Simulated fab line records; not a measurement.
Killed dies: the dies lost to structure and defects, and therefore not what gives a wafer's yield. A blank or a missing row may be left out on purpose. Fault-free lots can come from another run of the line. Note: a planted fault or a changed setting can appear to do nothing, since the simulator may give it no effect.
Matching of chambers :: flow nand harc :: rie diel-11 running NHARC_A_BONDPAD_DESCUM_11: 4 sister chambers
The step chemistry O2, time 3 s. 7 wafers are shown with their chamber, then 7 later ones without.

== EACH WAFER AND ITS CHAMBER ==
wafer: L379.2
chamber: 1
drypump motor current A (A): 5.9
throttle valve pct (%): 11.305

wafer: L377.6
chamber: 0
drypump motor current A (A): 6.2
throttle valve pct (%): 11.304

wafer: L378.4
chamber: 2
drypump motor current A (A): 6.0
throttle valve pct (%): 11.319

wafer: L378.5
chamber: 2
drypump motor current A (A): 6.1
throttle valve pct (%): 11.325

wafer: L378.6
chamber: 3
drypump motor current A (A): 6.3
throttle valve pct (%): 11.312

wafer: L381.1
chamber: 0
drypump motor current A (A): 6.2
throttle valve pct (%): 11.319

wafer: L381.4
chamber: 3
drypump motor current A (A): 6.3
throttle valve pct (%): 11.308

== WAFERS WITH NO CHAMBER GIVEN ==
wafer: L381.6
drypump motor current A (A): 6.3
throttle valve pct (%): 11.312

wafer: L395.2
drypump motor current A (A): 6.0
throttle valve pct (%): 11.316

wafer: L395.3
drypump motor current A (A): 5.9
throttle valve pct (%): 11.320

wafer: L395.5
drypump motor current A (A): 5.9
throttle valve pct (%): 11.312

wafer: L397.1
drypump motor current A (A): 6.0
throttle valve pct (%): 11.296

wafer: L397.3
drypump motor current A (A): 6.3
throttle valve pct (%): 11.301

wafer: L397.5
drypump motor current A (A): 5.9
throttle valve pct (%): 11.310

== THE CHAMBER EACH PASSED THROUGH ==
wafer: L381.6
from the rows above: 3
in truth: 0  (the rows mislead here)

wafer: L395.2
from the rows above: can't be placed: 2 or 1
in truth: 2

wafer: L395.3
from the rows above: can't be placed: 1 or 2
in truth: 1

wafer: L395.5
from the rows above: 1
in truth: 1

wafer: L397.1
from the rows above: can't be placed: 1 or 2
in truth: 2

wafer: L397.3
from the rows above: can't be placed: 3 or 0
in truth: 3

wafer: L397.5
from the rows above: 1
in truth: 1
Correct placement for 2 of the 7. From these rows, 4 cannot be placed; in 4 the true chamber is one of the candidates. Wrongly placed: 1.
How it was worked out, from the rows above alone: a wafer's distance from a chamber is the root of the sum, over the readings, of the square of ((its reading less the chamber's mean) divided by the reading's scatter). If the next closest chamber is less than 2 further off than the closest, the wafer can't be placed; otherwise it belongs to the closest. The mean given for a chamber averages the wafers shown for that chamber. The scatter: the root of (the sum of the squares of (reading less its chamber's mean) over the shown wafers, divided by (wafers less chambers)).
